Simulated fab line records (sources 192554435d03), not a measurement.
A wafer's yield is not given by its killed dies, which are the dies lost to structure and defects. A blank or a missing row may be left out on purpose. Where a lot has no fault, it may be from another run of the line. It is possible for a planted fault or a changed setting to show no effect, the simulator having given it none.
Chamber matching || flow n5 finfet || N5_GATE_CUT_CMP_43 on cmp-04 has 4 sister chambers
The step polishes SiO2. 8 wafers are shown with their chamber, then 8 later ones without.

== WAFERS, EACH WITH ITS CHAMBER ==
{"wafer": "L081.3", "chamber": 3, "motor current A (A)": 13.5, "slurry filter dp kPa (kPa)": 13.45}
{"wafer": "L081.5", "chamber": 3, "motor current A (A)": 13.8, "slurry filter dp kPa (kPa)": 13.41}
{"wafer": "L085.1", "chamber": 1, "motor current A (A)": 12.0, "slurry filter dp kPa (kPa)": 13.62}
{"wafer": "L085.4", "chamber": 2, "motor current A (A)": 10.1, "slurry filter dp kPa (kPa)": 13.54}
{"wafer": "L088.1", "chamber": 1, "motor current A (A)": 12.2, "slurry filter dp kPa (kPa)": 13.45}
{"wafer": "L088.3", "chamber": 2, "motor current A (A)": 10.6, "slurry filter dp kPa (kPa)": 13.41}
{"wafer": "L088.4", "chamber": 0, "motor current A (A)": 12.0, "slurry filter dp kPa (kPa)": 13.54}
{"wafer": "L090.2", "chamber": 0, "motor current A (A)": 11.8, "slurry filter dp kPa (kPa)": 13.49}

== WAFERS WITHOUT THEIR CHAMBER ==
{"wafer": "L090.4", "motor current A (A)": 12.3, "slurry filter dp kPa (kPa)": 13.44}
{"wafer": "L090.5", "motor current A (A)": 11.9, "slurry filter dp kPa (kPa)": 13.62}
{"wafer": "L091.1", "motor current A (A)": 11.8, "slurry filter dp kPa (kPa)": 13.52}
{"wafer": "L091.4", "motor current A (A)": 11.0, "slurry filter dp kPa (kPa)": 13.46}
{"wafer": "L091.6", "motor current A (A)": 14.6, "slurry filter dp kPa (kPa)": 13.45}
{"wafer": "L095.2", "motor current A (A)": 10.7, "slurry filter dp kPa (kPa)": 13.87}
{"wafer": "L095.3", "motor current A (A)": 12.1, "slurry filter dp kPa (kPa)": 13.63}
{"wafer": "L095.4", "motor current A (A)": 14.1, "slurry filter dp kPa (kPa)": 13.44}

== CHAMBER TAKEN BY EACH ==
{"wafer": "L090.4", "from the rows above": "can't be placed: 1 or 0", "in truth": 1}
{"wafer": "L090.5", "from the rows above": "can't be placed: 0 or 1", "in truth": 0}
{"wafer": "L091.1", "from the rows above": "can't be placed: 0 or 1", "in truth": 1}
{"wafer": "L091.4", "from the rows above": "can't be placed: 2 or 0", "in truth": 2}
{"wafer": "L091.6", "from the rows above": 3, "in truth": 3}
{"wafer": "L095.2", "from the rows above": "can't be placed: 2 or 0", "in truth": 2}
{"wafer": "L095.3", "from the rows above": "can't be placed: 1 or 0", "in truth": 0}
{"wafer": "L095.4", "from the rows above": 3, "in truth": 3}
Correct placement for 2 of the 8. Cannot be placed on the basis of these rows: 6; the candidates contain the true chamber in 6. Number placed wrongly: 0.
How it was worked out, from the rows above alone: a wafer's distance from a chamber is the root of the sum, over the readings, of the square of ((its reading less the chamber's mean) divided by the reading's scatter). The wafer belongs to the nearest chamber; if the next one is less than 2 further off, it can't be placed. Each chamber's mean is taken over the wafers shown for it. The scatter: the root of (the sum of the squares of (reading less its chamber's mean) over the shown wafers, divided by (wafers less chambers)).
